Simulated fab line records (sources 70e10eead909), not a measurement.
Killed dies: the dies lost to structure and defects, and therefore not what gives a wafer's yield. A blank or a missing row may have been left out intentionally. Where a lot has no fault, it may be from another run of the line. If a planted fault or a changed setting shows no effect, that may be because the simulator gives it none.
A lot that was struck, set against a sound lot -- flow nand_harc -- 15 out of 1302 route steps
Sound: wafers L622.1, L622.3, L622.4. Struck: wafer L632.2 (L632.4, L632.6, from the same lot, were not struck and are left out); the cause is given at the end.
At each step with rows: each side's tool, then ch and its chambers, then its first start. Under that, the readings that differ: sound wafers -- struck wafers -- difference of the means -- sigmas: that difference in standard deviations of wafers without a fault.
alike: readings whose means differ by less than 2 such deviations, and words and numbers that are the same on both sides. not compared: withheld readings, readings that some wafer has no value for, bounds like >300 that may hide the same value, and numbers for which the record gives no deviation and whose values overlap.
A row with sigmas, a row that says differs or no value, or rows on one side alone: a step with any of these is where the two part. Non-overlapping numbers with no deviation appear without sigmas and do not part them. Lack of a reading on every wafer of one side parts them only where that side has two or more wafers.

first, 7 steps without rows for these wafers: NHARC_A_CONTACT_COAT_87 (time 65 s); NHARC_A_CONTACT_COAT_02 (resist thk 90 nm); NHARC_A_CONTACT_SOFTBAKE_03 (time 55 s); NHARC_A_CONTACT_EBR_04; NHARC_A_CONTACT_EXPOSE_05 (exposes mask A CC); NHARC_A_CONTACT_PEB_06 (peb time 65 s); NHARC_A_CONTACT_DEVELOP_07 (develop time 35 s).
NHARC_A_CONTACT_CD_MEAS_08: target cd 200 nm.
  sound on cd_sem-02 ch 0, day 22 12:13; struck on cd_sem-03 ch 0, day 26 10:01
  alike: cd_nm
NHARC_A_CONTACT_OVL_MEAS_09:
  sound: overlay-01 at day 22 12:18; struck: overlay-01 at day 26 10:05
  alike: overlay_x_nm, overlay_y_nm
NHARC_A_CONTACT_INSPECT_10:
  sound: defect_inspect-02 at day 22 12:20; struck: defect_inspect-01 at day 26 10:08
  alike: raw_defect_count
NHARC_A_CONTACT_DESCUM_13: chemistry O2, time 3 s.
  sound on rie_diel-09 ch 0,1,3, day 22 12:24; struck on rie_diel-03 ch 3, day 26 10:12
reading,sound,struck,difference,sigmas
rf_hours_counter_h (h),3 3 3,20,+17,
showerhead_plenum_p_Torr (Torr),2.08 1.90 2.06,1.77,-0.24,-2
  alike: drypump_motor_current_A, oes_product_au, rf_vpp_V, throttle_valve_pct
NHARC_A_CONTACT_ETCH_88: etches the open film in CF4, target depth 39 nm, time 65 s.
  sound on rie_diel-09 ch 0,2,3, day 22 12:29; struck on rie_diel-03 ch 1, day 26 10:16
reading,sound,struck,difference,sigmas
rf_hours_counter_h (h),3 3 3,22,+19,
  alike: drypump_motor_current_A, oes_product_au, rf_vpp_V, run_length_s, showerhead_plenum_p_Torr, throttle_valve_pct
NHARC_A_CONTACT_ETCH_89: etches the open film in N2/H2, target depth 260 nm, time 475.3 s.
  sound on rie_diel-09 ch 0,1,2, day 22 12:34; struck on rie_diel-03 ch 0, day 26 10:22
reading,sound,struck,difference,sigmas
rf_hours_counter_h (h),3 3 3,21,+18,
run_length_s (s),496.2 497.1 497.1,361.7,-135.1,-99 or more
throttle_valve_pct (%),14.163 14.192 14.172,14.150,-0.026,-3
  alike: drypump_motor_current_A, oes_product_au, rf_vpp_V, showerhead_plenum_p_Torr
NHARC_A_CONTACT_ETCH_30: etches the open film in CF4/CHF3, target depth 72.6 nm, time 36.3 s.
  sound on rie_diel-09 ch 0,1,3; struck on rie_diel-03 ch 1
reading,sound,struck,difference,sigmas
oes_product_au (a.u.),0.999 0.968 0.986,0.916,-0.068,-4
rf_hours_counter_h (h),4 3 3,23,+20,
  alike: drypump_motor_current_A, rf_vpp_V, run_length_s, showerhead_plenum_p_Torr, throttle_valve_pct
-- jump in the record: it breaks off in module A_CONTACT and resumes in module END (first step shown: number 1302 of the route), and 2 days separate the struck wafers' starts before and after --
NHARC_END_SORT_01:
  sound on prober-02 ch 0, day 24 17:42; struck on prober-02 ch 0, day 28 12:52
reading,sound,struck,difference,sigmas
hold,- - -,await_dispo/0.8h/release,no value on the sound wafers,
killed_at_array,27 22 18,635,+613,+34
killed_dies,30 25 22,637,+611,+32
  alike: killed_at_other, killed_at_periphery, killed_open, killed_short

## WHERE THEY PART
Earliest at NHARC_A_CONTACT_DESCUM_13; latest, in this record, at NHARC_END_SORT_01.

WHY: the cause the simulator had injected
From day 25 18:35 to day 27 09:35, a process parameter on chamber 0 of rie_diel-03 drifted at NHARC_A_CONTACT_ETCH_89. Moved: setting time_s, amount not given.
